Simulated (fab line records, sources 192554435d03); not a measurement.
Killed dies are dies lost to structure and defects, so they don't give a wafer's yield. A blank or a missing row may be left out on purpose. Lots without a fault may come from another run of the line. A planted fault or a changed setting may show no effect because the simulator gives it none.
fab line records | flow n5_finfet
record lots=24 wafers=72 last_day=18
route steps=1938 shown BEOL_M4@1023
lots that met no fault: from a run of the same line without faults
start_h: hours from the record's first day to the start of the lot's first wafer shown | wait_h: hours since the lot's step before | " the same as in the row above | L1.1+2: a row that stands for several wafers | - no value, or no start given | * or withheld: withheld | < > ~ a bound
route shown NAME@n: a module of which the file shows steps, and the number in the route of the first | usual: mean/standard deviation of fault-free wafers | same: alike in all rows | chamber/n: place in a boat | sites: the reading at each site | _std_site: their standard deviation | _edge_site: outer sites' mean less inner sites' | radius_mm: how far each site lies from the wafer's centre | mask NAME#n: copy n | behind: the tool/chamber that last shaped the wafer | hold: why the lot was held/for how many hours/how that ended | device: the transistor (n, p or np) that didn't switch | end of line: the same wafers' tests at the end of the route | a step without rows: its recipe alone | killed: dies lost to structure and defects at the first sort, not the wafer's yield | map: a wafer's dies, x killed, . not, _ none there
set.NAME: the setting as run; set.NAME@STEP: as run at that earlier step | model.NAME: the simulator's own value behind a step, which no gauge read
steps of the route over a sample of lots; a table a step, a row a wafer
services: from which hour (start_h, from the record's first day; less than 0 if before it) a tool's chamber was out of use, for how many hours, and why
## steps
# step N5_BEOL_M4_PECVD_72
# recipe material=SiO2 target_thk_a=160 temp_c=400 precursor=TEOS/O2 pressure_torr=5.5 rf_w=450 teos_flow_sccm=53.8 gas=O2 flow_sccm=3000 time_s=18
# usual heater_power_outer_w=455/87 heater_power_w=765/120 rf_fwd_power_W=445.7/1.9 showerhead_plenum_p_Torr=8.78/0.045 throttle_valve_pct=22.5/1
# columns lot.wafer tool chamber start_h wait_h heater_power_outer_w heater_power_w rf_fwd_power_W showerhead_plenum_p_Torr throttle_valve_pct
L074.2 pecvd-01 1 152.07 0.0 442 719 446.0 8.85 21.4
L074.3 " 0 " " 339 636 444.1 8.78 22.7
L074.6 " 2 " " 465 751 447.7 8.72 22.5
L075.1 pecvd-02 0 153.29 0.0 406 680 448.8 8.75 23.4
L075.3 " 1 " " 598 960 444.2 8.84 23.1
L075.5 " 1 " " 610 982 445.5 8.83 23.5
L076.2 pecvd-01 0 162.74 0.0 392 711 442.6 8.75 22.6
L076.5 " 1 " " 368 599 446.8 8.84 21.2
L076.6 " 2 " " 478 788 446.0 8.72 21.9
L077.2 pecvd-01 0 170.44 0.0 383 685 443.4 8.75 22.6
L077.3 " 2 " " 466 730 447.1 8.75 22.2
L077.6 " 0 " " 379 683 443.4 8.78 22.4
L078.2 pecvd-02 2 172.29 0.0 404 784 446.1 8.77 21.0
L078.3 " 0 " " 332 601 446.0 8.74 23.8
L078.6 " 2 " " 400 751 443.4 8.78 21.6
L079.1 pecvd-03 0 183.84 0.0 513 833 445.8 8.71 22.1
L079.2 " 2 " " 358 638 446.6 8.78 20.9
L079.5 " 0 " " 525 819 445.6 8.73 22.0
L080.1 pecvd-02 0 189.12 0.0 313 572 450.0 8.76 23.7
L080.4 " 0 " " 311 564 450.5 8.77 23.9
L080.5 " 2 " " 472 856 444.5 8.77 20.9
L081.3 pecvd-02 2 201.30 0.0 455 831 441.5 8.78 21.3
L081.4 " 1 " " 616 986 445.1 8.83 23.3
L081.6 " 0 " " 342 599 447.5 8.76 24.1
L082.1 pecvd-02 0 202.64 0.0 375 645 448.6 8.74 23.9
L082.2 " 2 " " 445 792 443.4 8.76 21.2
L082.4 " 0 " " 371 663 445.8 8.75 23.9
L084.3 pecvd-02 2 205.04 0.0 488 882 444.9 8.77 21.2
L084.4 " 0 " " 321 585 447.1 8.78 24.1
L084.6 " 2 " " 487 900 443.8 8.78 21.4
L083.1 pecvd-03 0 205.41 0.0 516 837 444.3 8.73 21.9
L083.3 " 2 " " 397 668 442.5 8.79 20.7
L083.5 " 0 " " 526 856 443.4 8.73 21.7
L085.3 pecvd-01 1 217.48 0.0 370 600 446.1 8.82 21.4
L085.5 " 2 " " 473 770 445.6 8.73 22.5
L085.6 " 1 " " 366 611 447.1 8.83 21.3
L087.3 pecvd-03 1 237.28 0.0 478 780 443.8 8.67 22.4
L087.4 " 1 " " 474 766 442.3 8.71 22.4
L087.5 " 0 " " 464 748 445.5 8.74 21.8
L086.1 pecvd-02 0 241.49 0.0 328 584 447.7 8.74 24.2
L086.3 " 0 " " 337 582 445.3 8.76 24.1
L086.4 " 1 " " 586 942 446.4 8.82 23.0
L088.1 pecvd-02 1 243.33 0.0 588 950 445.5 8.85 23.6
L088.3 " 1 " " 600 975 446.0 8.81 23.1
L088.4 " 0 " " 376 654 447.2 8.76 23.8
L089.2 pecvd-03 2 259.67 0.0 409 706 444.9 8.78 21.0
L089.4 " 1 " " 467 770 446.5 8.71 22.5
L089.5 " 2 " " 410 713 447.3 8.79 21.0
L090.1 pecvd-03 2 264.20 0.0 388 658 445.5 8.78 20.8
L090.3 " 0 " " 529 858 444.5 8.71 22.2
L090.5 " 1 " " 475 779 445.5 8.66 22.6
L091.3 pecvd-02 1 264.93 0.0 585 904 446.6 8.84 23.3
L091.5 " 0 " " 383 658 448.7 8.74 23.9
L091.6 " 2 " " 425 804 440.4 8.77 21.4
L093.2 pecvd-02 0 266.34 0.0 396 684 446.8 8.77 24.3
L093.4 " 2 " " 404 764 442.8 8.76 21.1
L093.6 " 0 " " 401 678 449.1 8.74 24.0
L092.1 pecvd-01 2 268.56 0.0 444 714 445.7 8.75 22.5
L092.2 " 1 " " 405 658 446.9 8.83 21.3
L092.3 " 0 " " 418 741 446.1 8.77 22.6
L095.1 pecvd-02 0 279.29 0.0 402 661 445.1 8.77 23.8
L095.3 " 1 " " 502 833 448.5 8.83 23.1
L095.6 " 1 " " 501 820 445.3 8.85 23.2
L094.3 pecvd-01 2 282.60 0.0 527 832 447.2 8.74 22.7
L094.5 " 0 " " 325 629 445.2 8.79 22.6
L094.6 " 1 " " 344 561 444.2 8.85 21.4
L097.1 pecvd-02 1 303.70 0.0 631 976 447.3 8.81 23.5
L097.3 " 2 " " 495 909 444.0 8.79 21.7
L097.6 " 2 " " 506 888 444.8 8.80 21.7
L096.1 pecvd-02 0 310.02 0.0 368 653 447.0 8.75 24.0
L096.4 " 1 " " 611 1001 446.3 8.81 23.2
L096.5 " 2 " " 507 908 443.5 8.76 21.6
# step N5_BEOL_M4_INSPECT_13
# recipe mode=adi inspect_instrument=brightfield
# usual raw_defect_count=420/78
# columns lot.wafer tool chamber start_h wait_h raw_defect_count
L074.2 defect_inspect-01 - 153.87 0.0 432
L074.3 " - " " 420
L074.6 " - " " 314
L075.1 defect_inspect-01 - 154.52 0.1 413
L075.3 " - " " 439
L075.5 " - " " 418
L076.2 defect_inspect-01 - 164.07 0.0 416
L076.5 " - " " 350
L076.6 " - " " 370
L077.2 defect_inspect-02 - 173.83 0.0 383
L077.3 " - " " 389
L077.6 " - " " 464
L078.2 defect_inspect-02 - 174.41 0.0 364
L078.3 " - " " 394
L078.6 " - " " 309
L079.1 defect_inspect-02 - 185.72 0.1 456
L079.2 " - " " 498
L079.5 " - " " 416
L080.1 defect_inspect-01 - 189.69 0.1 368
L080.4 " - " " 514
L080.5 " - " " 329
L081.3 defect_inspect-02 - 202.19 0.0 591
L081.4 " - " " 417
L081.6 " - " " 504
L082.1 defect_inspect-02 - 204.77 0.1 405
L082.2 " - " " 411
L082.4 " - " " 600
L084.3 defect_inspect-02 - 207.73 0.0 359
L084.4 " - " " 479
L084.6 " - " " 403
L083.1 defect_inspect-01 - 207.91 0.1 443
L083.3 " - " " 384
L083.5 " - " " 297
L085.3 defect_inspect-02 - 218.74 0.0 472
L085.5 " - " " 458
L085.6 " - " " 472
L087.3 defect_inspect-01 - 241.48 0.0 534
L087.4 " - " " 453
L087.5 " - " " 430
L086.1 defect_inspect-01 - 242.73 0.1 400
L086.3 " - " " 403
L086.4 " - " " 470
L088.1 defect_inspect-01 - 244.37 0.1 384
L088.3 " - " " 386
L088.4 " - " " 571
L089.2 defect_inspect-02 - 260.47 0.0 461
L089.4 " - " " 433
L089.5 " - " " 471
L090.1 defect_inspect-02 - 267.61 0.1 410
L090.3 " - " " 536
L090.5 " - " " 430
L091.3 defect_inspect-02 - 267.91 0.0 303
L091.5 " - " " 328
L091.6 " - " " 265
L093.2 defect_inspect-01 - 268.11 0.0 430
L093.4 " - " " 493
L093.6 " - " " 562
L092.1 defect_inspect-02 - 271.11 0.1 313
L092.2 " - " " 257
L092.3 " - " " 291
L095.1 defect_inspect-01 - 279.91 0.1 382
L095.3 " - " " 435
L095.6 " - " " 301
L094.3 defect_inspect-01 - 290.35 0.0 408
L094.5 " - " " 492
L094.6 " - " " 537
L097.1 defect_inspect-02 - 304.92 0.1 447
L097.3 " - " " 415
L097.6 " - " " 381
L096.1 defect_inspect-01 - 310.65 0.1 484
L096.4 " - " " 380
L096.5 " - " " 431
# step N5_BEOL_M4_STRIP_19
# recipe chemistry=O2 power_w=400 temp_c=40 pressure_mtorr=30 rf_frequency_hz=6e+07 bias_power_w=0 overash_fraction=0.2 o2_flow_sccm=225
# usual drypump_motor_current_A=5.7/0.43 o2_flow_sccm=225.0/0.71 oes_product_au=0.83/0.085 rf_vpp_V=3.6/0.51 showerhead_plenum_p_Torr=2.10/0.072 throttle_valve_pct=16.53/0.2
# columns lot.wafer tool chamber start_h wait_h drypump_motor_current_A o2_flow_sccm oes_product_au rf_hours_counter_h rf_vpp_V showerhead_plenum_p_Torr throttle_valve_pct
L074.2 rie_diel-05 1 154.79 0.3 5.7 225.1 0.86 38 2.9 2.05 16.61
L074.3 " 3 " " 5.2 225.2 0.90 26 3.2 2.22 16.46
L074.6 " 0 " " 5.7 226.7 0.94 - 3.8 2.05 16.42
L075.1 rie_diel-02 1 155.57 0.1 5.3 226.6 0.87 46 3.6 2.13 16.52
L075.3 " 3 " " 5.7 225.1 0.94 8 2.8 2.14 16.21
L075.5 " 3 " " 5.7 225.0 0.93 - 3.0 2.14 16.22
L076.2 rie_diel-02 0 164.78 0.1 5.8 223.7 0.72 185 3.8 2.00 16.63
L076.5 " 2 " " 6.2 225.0 0.81 - 3.4 2.22 16.44
L076.6 " 1 " " 5.2 224.6 0.86 - 3.6 2.13 16.51
L077.2 rie_diel-05 1 174.28 0.1 5.6 225.7 0.85 44 2.9 2.04 16.62
L077.3 " 2 " " 6.5 224.2 0.70 239 3.7 2.15 17.01
L077.6 " 0 " " 5.7 224.5 0.91 - 3.6 2.04 16.45
L078.2 rie_diel-04 3 174.93 0.2 6.5 225.0 0.71 200 3.2 2.17 16.78
L078.3 " 1 " " 5.4 225.1 0.89 37 4.6 2.14 16.45
L078.6 " 1 " " 5.4 224.0 0.89 - 4.4 2.14 16.46
L079.1 rie_diel-04 2 186.12 0.1 5.7 224.7 0.69 244 3.6 2.04 16.78
L079.2 " 1 " " 5.4 225.0 0.88 42 4.5 2.14 16.47
L079.5 " 2 " " 5.8 223.7 0.68 - 3.8 2.04 16.77
L080.1 rie_diel-04 2 190.09 0.1 5.8 224.0 0.69 245 4.0 2.04 16.78
L080.4 " 0 " " 5.2 224.7 0.96 1 3.2 2.05 16.02
L080.5 " 1 " " 5.4 224.0 0.88 - 4.6 2.14 16.48
L081.3 rie_diel-02 0 202.62 0.1 5.8 224.3 0.71 199 3.9 1.99 16.65
L081.4 " 2 " " 6.2 225.2 0.80 86 3.0 2.21 16.50
L081.6 " 3 " " 5.7 225.2 0.89 - 4.0 2.13 16.24
L082.1 rie_diel-04 3 205.73 0.1 6.5 226.1 0.71 212 3.7 2.17 16.80
L082.2 " 2 " " 5.8 225.2 0.69 250 4.5 2.04 16.81
L082.4 " 1 " " 5.4 224.5 0.88 47 3.8 2.13 16.47
L084.3 rie_diel-05 1 208.23 0.2 5.6 225.6 0.84 55 3.3 2.04 16.64
L084.4 " 1 " " 5.7 226.3 0.82 - 3.7 2.04 16.65
L084.6 " 3 " " 5.2 224.3 0.87 - 3.3 2.22 16.49
L083.1 rie_diel-02 3 208.36 0.1 5.7 225.0 0.90 26 3.3 2.13 16.23
L083.3 " 0 " " 5.8 225.9 0.72 202 2.8 1.99 16.67
L083.5 " 2 " " 6.2 223.9 0.80 - 4.1 2.21 16.49
L085.3 rie_diel-02 0 219.25 0.1 5.8 224.8 0.71 206 3.2 1.99 16.69
L085.5 " 0 " " 5.8 224.0 0.71 - 3.3 1.99 16.69
L085.6 " 1 " " 5.2 224.8 0.83 - 3.6 2.12 16.55
L087.3 rie_diel-05 1 241.96 0.1 5.6 224.8 0.82 68 3.0 2.04 16.67
L087.4 " 3 " " 5.2 223.9 0.85 57 3.3 2.21 16.52
L087.5 " 1 " " 5.6 225.0 0.82 - 2.5 2.04 16.66
L086.1 rie_diel-04 3 243.34 0.1 6.5 225.1 0.70 227 3.5 2.16 16.84
L086.3 " 1 " " 5.4 224.9 0.86 62 4.4 2.13 16.50
L086.4 " 2 " " 5.8 226.4 1.01 3 3.8 2.04 16.35
L088.1 rie_diel-05 1 244.80 0.1 5.6 225.3 0.82 69 3.5 2.04 16.67
L088.3 " 2 " " 6.5 224.9 0.97 5 3.6 2.15 16.57
L088.4 " 0 " " 5.8 224.5 0.87 51 3.5 2.03 16.49
L089.2 rie_diel-02 1 261.21 0.1 5.2 224.8 0.81 84 4.5 2.12 16.57
L089.4 " 0 " " 5.8 225.7 0.70 219 3.4 1.98 16.71
L089.5 " 1 " " 5.2 224.9 0.82 - 4.1 2.12 16.57
L090.1 rie_diel-04 3 268.17 0.2 6.5 224.1 0.69 233 4.2 2.16 16.84
L090.3 " 2 " " 5.8 224.6 0.98 13 2.7 2.04 16.37
L090.5 " 0 " " 5.2 225.5 0.89 - 3.0 2.04 16.07
L091.3 rie_diel-02 2 268.57 0.1 6.2 224.5 0.78 108 4.0 2.20 16.54
L091.5 " 2 " " 6.2 224.8 0.77 - 3.4 2.20 16.52
L091.6 " 1 " " 5.2 224.4 0.81 - 3.9 2.12 16.56
L093.2 rie_diel-05 2 268.79 0.2 6.5 224.6 0.96 13 2.6 2.14 16.60
L093.4 " 0 " " 5.8 226.1 0.86 60 3.9 2.03 16.52
L093.6 " 3 " " 5.2 224.2 0.84 - 2.9 2.21 16.52
L092.1 rie_diel-05 3 271.73 0.1 5.2 225.6 0.84 67 4.0 2.21 16.54
L092.2 " 0 " " 5.7 225.0 0.86 60 3.9 2.03 16.52
L092.3 " 1 " " 5.6 224.7 0.81 79 3.4 2.03 16.69
L095.1 rie_diel-05 0 280.44 0.2 5.8 225.2 0.86 63 3.5 2.03 16.52
L095.3 " 3 " " 5.2 226.1 0.84 69 3.1 2.21 16.54
L095.6 " 1 " " 5.6 223.5 0.82 - 3.9 2.03 16.68
L094.3 rie_diel-04 2 290.74 0.1 5.8 225.2 0.95 21 3.8 2.03 16.36
L094.5 " 3 " " 6.5 225.5 0.69 - 3.9 2.16 16.84
L094.6 " 0 " " 5.2 224.0 0.87 - 4.2 2.04 16.09
L097.1 rie_diel-02 0 305.41 0.2 5.8 224.8 0.68 232 3.2 1.98 16.73
L097.3 " 2 " " 6.2 224.2 0.78 118 4.6 2.20 16.54
L097.6 " 1 " " 5.2 226.2 0.81 - 3.5 2.11 16.58
L096.1 rie_diel-02 1 311.40 0.1 5.2 225.6 0.80 98 4.3 2.11 16.60
L096.4 " 0 " " 5.8 225.5 0.69 234 4.1 1.98 16.73
L096.5 " 3 " " 5.7 225.8 0.85 - 3.1 2.12 16.33
# step N5_BEOL_M4_STRIP_36
# recipe chemistry=N2/H2 power_w=450 temp_c=40 pressure_mtorr=20 rf_frequency_hz=6e+07 overash_fraction=0.3 bias_power_w=7 h2_frac=0.5 n2_flow_sccm=200 h2_flow_sccm=200
# usual drypump_motor_current_A=5.8/0.43 n2_flow_sccm=200.1/0.59 oes_product_au=0.82/0.089 rf_vpp_V=59.3/1.5 showerhead_plenum_p_Torr=2.55/0.085 throttle_valve_pct=23.52/0.26
# columns lot.wafer tool chamber start_h wait_h drypump_motor_current_A n2_flow_sccm oes_product_au rf_hours_counter_h rf_vpp_V showerhead_plenum_p_Torr throttle_valve_pct
L075.1 rie_diel-04 0 159.00 0.0 5.3 199.4 0.67 257 61.5 2.48 23.07
L075.3 " 3 " " 6.5 199.8 0.74 192 62.2 2.62 23.71
L075.5 " 0 " " 5.2 199.9 0.67 - 63.7 2.48 23.08
L074.2 rie_diel-05 2 163.25 0.0 6.6 200.9 0.69 236 59.4 2.63 24.04
L074.3 " 3 " " 5.2 201.2 0.90 29 61.1 2.71 23.54
L074.6 " 2 " " 6.6 200.7 0.69 - 60.6 2.63 24.06
L076.2 rie_diel-05 1 165.97 0.0 5.7 200.7 0.85 42 57.0 2.48 23.77
L076.5 " 0 " " 5.7 200.2 0.93 - 58.9 2.49 23.66
L076.6 " 3 " " 5.2 200.6 0.89 - 59.5 2.71 23.54
L077.2 rie_diel-05 3 181.03 0.0 5.2 199.9 0.88 34 60.6 2.71 23.54
L077.3 " 1 " " 5.7 199.9 0.86 47 59.2 2.48 23.78
L077.6 " 0 " " 5.8 199.8 0.90 - 59.4 2.49 23.69
L078.2 rie_diel-02 0 181.89 0.0 5.8 199.5 0.72 191 59.8 2.41 23.51
L078.3 " 3 " " 5.7 199.5 0.91 17 60.8 2.59 23.43
L078.6 " 3 " " 5.7 200.5 0.92 - 56.2 2.59 23.38
L079.1 rie_diel-04 1 188.14 0.0 5.4 200.5 0.88 42 58.7 2.59 23.43
L079.2 " 2 " " 5.8 199.3 0.70 245 59.8 2.49 23.57
L079.5 " 2 " " 5.8 200.3 0.69 - 58.2 2.49 23.59
L080.1 rie_diel-05 1 195.63 0.0 5.6 200.8 0.85 51 58.4 2.47 23.79
L080.4 " 2 " " 6.5 199.3 0.70 245 59.3 2.63 24.07
L080.5 " 1 " " 5.6 200.8 0.84 - 58.2 2.47 23.77
L081.3 rie_diel-04 3 204.98 0.0 6.5 199.5 0.72 211 62.1 2.61 23.73
L081.4 " 0 " " 5.2 200.1 0.92 5 59.8 2.48 22.81
L081.6 " 0 " " 5.2 200.1 0.94 - 60.3 2.48 22.81
L082.1 rie_diel-04 0 207.88 0.0 5.2 199.6 0.93 6 58.7 2.48 22.82
L082.2 " 2 " " 5.8 199.3 0.69 251 59.4 2.49 23.56
L082.4 " 1 " " 5.4 201.0 0.88 47 58.7 2.59 23.44
L084.3 rie_diel-04 2 213.14 0.0 5.7 201.5 0.67 252 58.4 2.49 23.58
L084.4 " 2 " " 5.8 200.9 0.67 - 59.5 2.49 23.58
L084.6 " 3 " " 6.5 200.4 0.70 - 59.8 2.61 23.75
L083.1 rie_diel-02 3 213.42 0.0 5.7 200.7 0.89 28 59.3 2.59 23.42
L083.3 " 2 " " 6.2 199.4 0.81 90 61.3 2.66 23.27
L083.5 " 1 " " 5.2 200.6 0.84 - 60.8 2.58 23.51
L085.3 rie_diel-04 0 222.80 0.0 5.2 200.1 0.92 10 61.1 2.48 22.80
L085.5 " 1 " " 5.3 200.1 0.87 - 60.0 2.59 23.42
L085.6 " 0 " " 5.2 199.2 0.92 - 57.4 2.48 22.83
L087.3 rie_diel-02 0 245.48 0.0 5.8 200.1 0.70 214 58.6 2.40 23.56
L087.4 " 3 " " 5.7 199.8 0.88 39 58.0 2.58 23.45
L087.5 " 0 " " 5.8 199.8 0.70 - 58.8 2.40 23.55
L086.1 rie_diel-02 0 246.16 0.0 5.8 198.6 0.71 214 59.5 2.40 23.52
L086.3 " 2 " " 6.2 200.9 0.79 101 59.5 2.65 23.28
L086.4 " 1 " " 5.2 199.7 0.82 78 62.2 2.58 23.53
L088.1 rie_diel-04 2 250.35 0.0 5.8 200.4 1.01 6 59.5 2.48 23.35
L088.3 " 0 " " 5.2 200.4 0.90 21 59.9 2.47 22.82
L088.4 " 2 " " 5.8 199.5 1.01 - 59.1 2.48 23.38
L089.2 rie_diel-02 2 270.10 0.0 6.2 200.3 0.77 108 59.1 2.65 23.29
L089.4 " 1 " " 5.3 200.6 0.82 85 59.4 2.58 23.57
L089.5 " 1 " " 5.2 199.6 0.82 - 59.8 2.58 23.56
L093.2 rie_diel-04 3 271.20 0.0 6.5 199.7 0.69 234 56.9 2.60 23.76
L093.4 " 2 " " 5.8 201.0 0.98 14 59.9 2.48 23.38
L093.6 " 2 " " 5.7 200.6 0.98 - 57.5 2.48 23.36
L090.1 rie_diel-05 2 271.24 0.0 6.5 199.7 0.95 13 60.1 2.62 23.79
L090.3 " 0 " " 5.7 200.4 0.85 60 60.9 2.47 23.71
L090.5 " 1 " " 5.6 200.5 0.80 - 59.4 2.46 23.80
L091.3 rie_diel-05 1 274.89 0.0 5.6 199.8 0.82 80 59.3 2.46 23.79
L091.5 " 1 " " 5.6 199.5 0.81 - 58.5 2.46 23.80
L091.6 " 2 " " 6.5 199.2 0.96 - 60.2 2.62 23.76
L092.1 rie_diel-02 3 275.36 0.0 5.7 199.7 0.85 49 55.9 2.58 23.43
L092.2 " 0 " " 5.8 200.6 0.69 223 59.7 2.40 23.55
L092.3 " 2 " " 6.2 199.9 0.78 110 62.5 2.65 23.27
L095.1 rie_diel-02 2 298.12 0.0 6.2 199.3 0.78 116 60.3 2.65 23.31
L095.3 " 1 " " 5.2 199.5 0.81 93 58.7 2.57 23.58
L095.6 " 0 " " 5.8 200.5 0.69 - 59.9 2.39 23.56
L094.3 rie_diel-05 2 303.21 0.0 6.5 200.7 0.93 23 60.5 2.62 23.79
L094.5 " 1 " " 5.7 200.3 0.80 - 60.2 2.46 23.82
L094.6 " 2 " " 6.5 200.4 0.92 - 58.1 2.62 23.76
L097.1 rie_diel-02 0 308.75 0.0 5.8 200.0 0.68 233 58.9 2.39 23.55
L097.3 " 2 " " 6.2 200.1 0.77 120 57.0 2.64 23.31
L097.6 " 1 " " 5.3 199.9 0.82 - 59.5 2.57 23.56
L096.1 rie_diel-02 2 316.36 0.0 6.2 200.0 0.77 123 62.6 2.64 23.30
L096.4 " 1 " " 5.3 200.1 0.80 100 60.2 2.57 23.54
L096.5 " 3 " " 5.7 199.3 0.84 - 57.7 2.57 23.43
# step N5_BEOL_M4_ALD_84
# recipe material=TaN target_thk_a=* temp_c=275 ald_precursor_family=PDMAT ald_co_reactant=NH3 pressure_torr=3 carrier_flow_sccm=1500 pulse_time_s=2 purge_time_s=3 co_reactant_purge_time_s=2 co_reactant_pulse_time_s=3 ald_cycles=30 precursor_vessel_temp_c=75 precursor_vessel_pressure_torr=26.25 precursor_vessel_carrier_sccm=1000
# usual heater_power_outer_w=237/27 heater_power_w=417/34
# same purge_time_s=3
# columns lot.wafer tool chamber start_h wait_h heater_power_outer_w heater_power_w
L075.1 ald_metal-02 1 159.72 0.1 252 435
L075.3 " 2 " " 246 423
L075.5 " 1 " " 249 434
L074.2 ald_metal-03 2 163.84 0.0 246 452
L074.3 " 0 " " 204 363
L074.6 " 1 " " 274 439
L076.2 ald_metal-01 1 166.72 0.0 259 443
L076.5 " 1 " " 252 449
L076.6 " 0 " " 230 395
L077.2 ald_metal-02 2 181.93 0.1 240 407
L077.3 " 1 " " 249 448
L077.6 " 2 " " 243 409
L078.2 ald_metal-02 3 182.44 0.0 223 416
L078.3 " 0 " " 240 429
L078.6 " 3 " " 218 420
L079.1 ald_metal-01 1 189.02 0.0 256 444
L079.2 " 3 " " 214 388
L079.5 " 1 " " 261 449
L080.1 ald_metal-02 2 197.37 0.0 237 427
L080.4 " 0 " " 248 431
L080.5 " 1 " " 250 446
L081.3 ald_metal-03 0 207.32 0.0 196 366
L081.4 " 1 " " 286 457
L081.6 " 2 " " 241 465
L082.1 ald_metal-01 3 208.92 0.0 217 395
L082.2 " 2 " " 277 459
L082.4 " 1 " " 256 440
L084.3 ald_metal-03 1 213.78 0.0 281 441
L084.4 " 2 " " 240 454
L084.6 " 1 " " 281 440
L083.1 ald_metal-03 1 213.98 0.1 272 463
L083.3 " 2 " " 245 447
L083.5 " 1 " " 277 442
L085.3 ald_metal-01 0 223.80 0.1 220 410
L085.5 " 2 " " 261 462
L085.6 " 1 " " 259 448
L087.3 ald_metal-03 0 246.26 0.0 196 358
L087.4 " 1 " " 278 441
L087.5 " 0 " " 201 349
L086.1 ald_metal-03 2 246.65 0.0 248 448
L086.3 " 1 " " 272 441
L086.4 " 0 " " 197 361
L088.1 ald_metal-03 0 250.98 0.0 201 364
L088.3 " 2 " " 245 453
L088.4 " 3 " " 197 357
L089.2 ald_metal-01 3 271.23 0.0 209 392
L089.4 " 1 " " 258 447
L089.5 " 0 " " 224 391
L093.2 ald_metal-02 0 272.41 0.1 250 415
L093.4 " 3 " " 221 410
L093.6 " 1 " " 252 441
L090.1 ald_metal-01 3 272.45 0.0 217 389
L090.3 " 0 " " 229 401
L090.5 " 3 " " 211 401
L091.3 ald_metal-01 0 275.93 0.1 232 409
L091.5 " 2 " " 267 467
L091.6 " 3 " " 216 394
L092.1 ald_metal-02 2 276.11 0.0 236 417
L092.2 " 0 " " 247 421
L092.3 " 3 " " 220 412
L095.1 ald_metal-03 0 299.24 0.0 196 357
L095.3 " 1 " " 271 449
L095.6 " 0 " " 199 367
L094.3 ald_metal-01 2 304.16 0.0 276 450
L094.5 " 2 " " 272 435
L094.6 " 3 " " 214 385
L097.1 ald_metal-02 3 309.58 0.1 226 406
L097.3 " 1 " " 244 456
L097.6 " 2 " " 246 419
L096.1 ald_metal-03 0 316.85 0.0 194 355
L096.4 " 1 " " 273 450
L096.5 " 1 " " 277 437
# step N5_BEOL_M4_PRE_CLEAN_60
# recipe gas=NH3/H2 time_s=15 temp_c=* rf_power_w=300
# usual heater_power_outer_w=19/9.1 heater_power_w=86/9.6 rf_fwd_power_W=296.9/1.4
# columns lot.wafer tool chamber start_h wait_h heater_power_outer_w heater_power_w rf_fwd_power_W
L075.1 cvd_co-02 1 164.11 0.0 20 81 298.6
L075.3 " 0 " " 4 71 298.2
L075.5 " 0 " " 4 70 296.1
L074.2 cvd_co-02 0 166.91 0.0 4 69 298.1
L074.3 " 1 " " 20 82 296.8
L074.6 " 0 " " 4 71 298.2
L076.2 cvd_co-01 1 169.91 0.0 14 82 296.1
L076.5 " 2 " " 25 88 298.0
L076.6 " 1 " " 14 84 295.4
L077.2 cvd_co-02 2 185.20 0.0 32 99 295.9
L077.3 " 1 " " 20 80 298.6
L077.6 " 1 " " 20 80 298.7
L078.2 cvd_co-02 0 185.62 0.0 4 71 295.0
L078.3 " 1 " " 20 81 297.0
L078.6 " 0 " " 4 68 295.4
L079.1 cvd_co-01 0 192.51 0.0 18 89 296.8
L079.2 " 2 " " 25 91 298.9
L079.5 " 2 " " 25 90 298.8
L080.1 cvd_co-02 2 202.21 0.1 33 102 296.9
L080.4 " 1 " " 20 80 299.0
L080.5 " 2 " " 33 100 296.8
L081.3 cvd_co-01 1 210.43 0.0 14 84 293.6
L081.4 " 2 " " 25 92 298.9
L081.6 " 0 " " 18 88 297.3
L082.1 cvd_co-01 0 212.27 0.0 18 88 297.6
L082.2 " 1 " " 14 84 295.2
L082.4 " 0 " " 18 89 297.2
L084.3 cvd_co-01 1 216.86 0.0 14 84 296.9
L084.4 " 0 " " 18 89 295.8
L084.6 " 2 " " 25 91 298.3
L083.1 cvd_co-02 2 218.71 0.0 33 102 297.5
L083.3 " 0 " " 4 70 296.2
L083.5 " 0 " " 4 72 296.2
L085.3 cvd_co-02 0 227.18 0.0 4 69 296.9
L085.5 " 2 " " 33 100 296.9
L085.6 " 0 " " 4 70 295.4
L087.3 cvd_co-01 2 249.33 0.0 26 94 298.7
L087.4 " 1 " " 14 83 293.3
L087.5 " 0 " " 18 88 298.0
L086.1 cvd_co-01 0 251.49 0.1 18 88 298.2
L086.3 " 1 " " 14 83 294.9
L086.4 " 2 " " 26 91 297.2
L088.1 cvd_co-02 1 254.97 0.0 20 80 296.3
L088.3 " 2 " " 34 101 297.0
L088.4 " 2 " " 34 101 297.6
L089.2 cvd_co-02 1 274.82 0.0 20 78 297.5
L089.4 " 0 " " 4 72 295.5
L089.5 " 1 " " 20 79 299.1
L093.2 cvd_co-02 2 276.42 0.4 34 100 298.2
L093.4 " 2 " " 34 102 297.5
L093.6 " 0 " " 4 70 297.3
L090.1 cvd_co-01 2 276.52 0.2 26 92 297.7
L090.3 " 0 " " 18 88 296.9
L090.5 " 2 " " 26 92 296.8
L091.3 cvd_co-01 1 279.33 0.0 15 85 295.0
L091.5 " 0 " " 18 86 295.8
L091.6 " 2 " " 26 90 299.5
L092.1 cvd_co-02 1 280.97 0.1 20 78 297.7
L092.2 " 0 " " 4 73 296.9
L092.3 " 2 " " 33 103 297.6
L095.1 cvd_co-01 2 302.30 0.0 26 91 298.5
L095.3 " 0 " " 18 90 297.1
L095.6 " 0 " " 18 89 296.6
L094.3 cvd_co-01 1 307.28 0.0 14 83 294.1
L094.5 " 1 " " 15 84 293.8
L094.6 " 0 " " 18 88 296.7
L097.1 cvd_co-02 2 312.73 0.0 33 100 297.5
L097.3 " 1 " " 20 79 298.4
L097.6 " 2 " " 33 102 297.7
L096.1 cvd_co-01 0 320.30 0.0 19 88 296.5
L096.4 " 1 " " 15 85 294.1
L096.5 " 2 " " 27 93 296.8
## services
# columns tool chamber start_h hours kind
ald_metal-02 - 134.17 0.4 repair
ald_metal-02 1 150.83 3.9 repair
rie_diel-04 0 163.15 - clean
rie_diel-04 2 165.46 6.9 repair
ald_metal-01 3 172.43 7.9 repair
cvd_co-02 - 194.42 2.5 repair
rie_diel-04 0 212.51 4.9 repair
rie_diel-04 2 214.43 1.4 repair
pecvd-02 - 216.91 14.6 pm
pecvd-02 2 233.53 18.2 repair
cvd_co-02 - 238.92 2.8 pm
pecvd-01 1 243.29 17.6 repair
ald_metal-01 3 245.06 3.5 repair
pecvd-01 - 245.94 0.7 repair
cvd_co-01 - 246.00 2.8 pm
ald_metal-03 - 255.20 1.3 repair
ald_metal-03 - 264.74 14.6 pm
ald_metal-01 1 265.91 4.4 repair
pecvd-01 - 268.67 0.6 repair
ald_metal-03 3 291.52 22.4 repair
ald_metal-03 2 300.02 10.2 repair
rie_diel-04 3 302.35 11.0 repair
pecvd-02 0 302.60 6.9 repair
rie_diel-05 - 312.36 2.8 pm
## key
fault none
